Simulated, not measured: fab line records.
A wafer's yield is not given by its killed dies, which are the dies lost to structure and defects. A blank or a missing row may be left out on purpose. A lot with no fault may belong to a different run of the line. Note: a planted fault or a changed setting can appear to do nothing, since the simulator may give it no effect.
Split-lot experiment	flow n5Finfet	on a route of 1938 steps: 7 lots, 39 wafers read

## THE SPLIT ITSELF
At N5_BEOL_M6_TRENCH_ETCH_37 (etches SiCOH lowk in C4F6/O2, target depth 94.435 nm, time 31.5 s), the setting targetDepthA was moved away from the recipe's 944.35 angstrom on 15 of the 39 wafers read, by -55.3% to +57.3%. All remaining wafers had this setting at the recipe value.

## FROM THE SPLIT TO THE READING: what the file shows between them, 8 steps
- N5_BEOL_M6_ETCH_41: etches SiCN in CH3F/O2, target depth 29.7 nm, time 52 s
- N5_BEOL_M6_STRIP_80: strips in N2/H2, time 10 s
- N5_BEOL_M6_OCD_MEAS_38
- N5_BEOL_M6_HM_STRIP_39: strips TiN in peroxide tin strip, target depth 25 nm, time 158 s
- N5_BEOL_M6_SRD_40: time 30 s
- N5_BEOL_M6_ECD_50: material Cu, target thk 300 nm
- N5_BEOL_M6_ANNEAL_51: time 90 s
- N5_BEOL_M6_CMP_52: polishes, stops on SiCOH lowk, t overpolish 6.9 s, target thk 80 nm

## THE READING
M6_THK, in nm, at N5_BEOL_M6_THK_MEAS_53 (measures by xrf). Typical for fault-free wafers on this fab line: 80 nm, with standard deviation 3.2 nm.

wafer	tool, chamber at the split	targetDepthA as run, angstrom	against the recipe	M6_THK, nm	against lot-mates on the recipe
L074.1	rieDiel-04, 0	1485	+57.3%	136	+55
L074.2	rieDiel-04, 3	1485	+57.3%	133	+52
L074.3	rieDiel-04, 1	944.35	recipe	78	-
L074.4	rieDiel-04, 3	944.35	recipe	81	-
L074.5	rieDiel-04, 0	1485	+57.3%	132	+51
L074.6	rieDiel-04, 1	944.35	recipe	83	-
L080.2	rieDiel-02, 0	944.35	recipe	78	-
L080.3	rieDiel-02, 1	944.35	recipe	86	-
L080.6	rieDiel-02, 1	944.35	recipe	83	-
L082.1	rieDiel-02, 3	944.35	recipe	86	-
L082.2	rieDiel-02, 2	727.4	-23.0%	62	-23
L082.3	rieDiel-02, 1	944.35	recipe	85	-
L082.4	rieDiel-02, 0	727.4	-23.0%	57	-28
L082.5	rieDiel-02, 2	944.35	recipe	84	-
L082.6	rieDiel-02, 3	727.4	-23.0%	62	-23
L084.1	rieDiel-03, 0	581.5	-38.4%	43	-36
L084.2	rieDiel-03, 3	581.5	-38.4%	47	-32
L084.3	rieDiel-03, 2	944.35	recipe	79	-
L084.4	rieDiel-03, 1	944.35	recipe	77	-
L084.5	rieDiel-03, 3	581.5	-38.4%	46	-33
L084.6	rieDiel-03, 2	944.35	recipe	80	-
L086.1	rieDiel-04, 2	944.35	recipe	86	-
L086.2	rieDiel-04, 0	944.35	recipe	84	-
L086.3	rieDiel-04, 1	944.35	recipe	83	-
L086.4	rieDiel-04, 3	944.35	recipe	82	-
L086.5	rieDiel-04, 3	944.35	recipe	79	-
L086.6	rieDiel-04, 0	944.35	recipe	85	-
L093.1	rieDiel-03, 0	1365	+44.5%	123	+43
L093.2	rieDiel-03, 3	1365	+44.5%	126	+46
L093.3	rieDiel-03, 1	1365	+44.5%	118	+38
L093.4	rieDiel-03, 2	944.35	recipe	78	-
L093.5	rieDiel-03, 0	944.35	recipe	79	-
L093.6	rieDiel-03, 3	944.35	recipe	83	-
L095.1	rieDiel-02, 3	944.35	recipe	81	-
L095.2	rieDiel-02, 1	944.35	recipe	78	-
L095.3	rieDiel-02, 2	421.8	-55.3%	25	-54
L095.4	rieDiel-02, 0	944.35	recipe	78	-
L095.5	rieDiel-02, 3	421.8	-55.3%	29	-50
L095.6	rieDiel-02, 2	421.8	-55.3%	26	-53

THE FIT
A straight line over all 39 wafers: M6_THK changes by +0.94 nm for each +1% of targetDepthA; r = +0.99; the points scatter about the line by 2.9 nm.
The same after taking each lot's own level away (the mean of its wafers on the recipe; 39 wafers): +0.936 nm for each +1%; r = +1.00; scatter 2.5 nm.
The reading moves by 54 nm for the largest change in targetDepthA, on that fit.
Measured against the standard deviation above, the lots' own levels, which go from 78.7 to 85.0 nm, span 2.0 times it.
So the lot-to-lot level changes the slope little: the two slopes agree.
Check: with one of the wafers moved furthest among these (+57.3%) left out of the fit, the line predicts +53.2 nm for it against its lot-mates. Against them it came out at +55.3 nm.

## THE OTHER SPLITS THESE WAFERS WENT THROUGH
Note: prior to the reading, these wafers also went through further splits. Each is held against what the fit with the lots' levels taken away leaves over:
other split on the same wafers	wafers away from the commonest value	r with M6_THK (lot level and that fit taken away)
N5_BEOL_M3_TRENCH_ETCH_37 targetDepthA	18	+0.04

## THE WHOLE CHAIN: every reading that the file lists as answering this split, in the file's order
step	what it does	reading	change (the file's fit)	r (the file's)
N5_BEOL_M6_TRENCH_ETCH_37	etches SiCOH lowk in C4F6/O2, target depth 94.435 nm, time 31.5 s	etch.depthNm (the simulator's own value, which no gauge read)	+0.915 nm for each +1% of the setting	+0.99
N5_BEOL_M6_TRENCH_ETCH_37	etches SiCOH lowk in C4F6/O2, target depth 94.435 nm, time 31.5 s	BEOL_M6.featureDepthNm (the simulator's own value, which no gauge read)	+0.915 nm for each +1% of the setting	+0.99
N5_BEOL_M6_TRENCH_ETCH_37	etches SiCOH lowk in C4F6/O2, target depth 94.435 nm, time 31.5 s	TiN_of_BEOL_M6_HM_DEP_02.thkNm (the simulator's own value, which no gauge read)	-0.0235 nm for each +1% of the setting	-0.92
N5_BEOL_M6_OCD_MEAS_38		trenchDepthNm	+0.912 nm for each +1% of the setting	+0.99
N5_BEOL_M6_CMP_52	polishes, stops on SiCOH lowk, t overpolish 6.9 s, target thk 80 nm	Cu_of_BEOL_M6_ECD_50.thkNm (the simulator's own value, which no gauge read)	+0.922 nm for each +1% of the setting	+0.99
N5_BEOL_M6_THK_MEAS_53	measures by xrf	M6_THK	+0.933 for each +1% of the setting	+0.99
N5_BEOL_M6_RS_MEAS_57	measures by four-point-probe	M6_RS	not straight: 1.166 at the lowest setting, 0.284 at the recipe, 0.161 at the highest	not given

## FILE'S OWN FIT
M6_THK changes by +0.933 nm for each +1% of targetDepthA, r = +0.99.
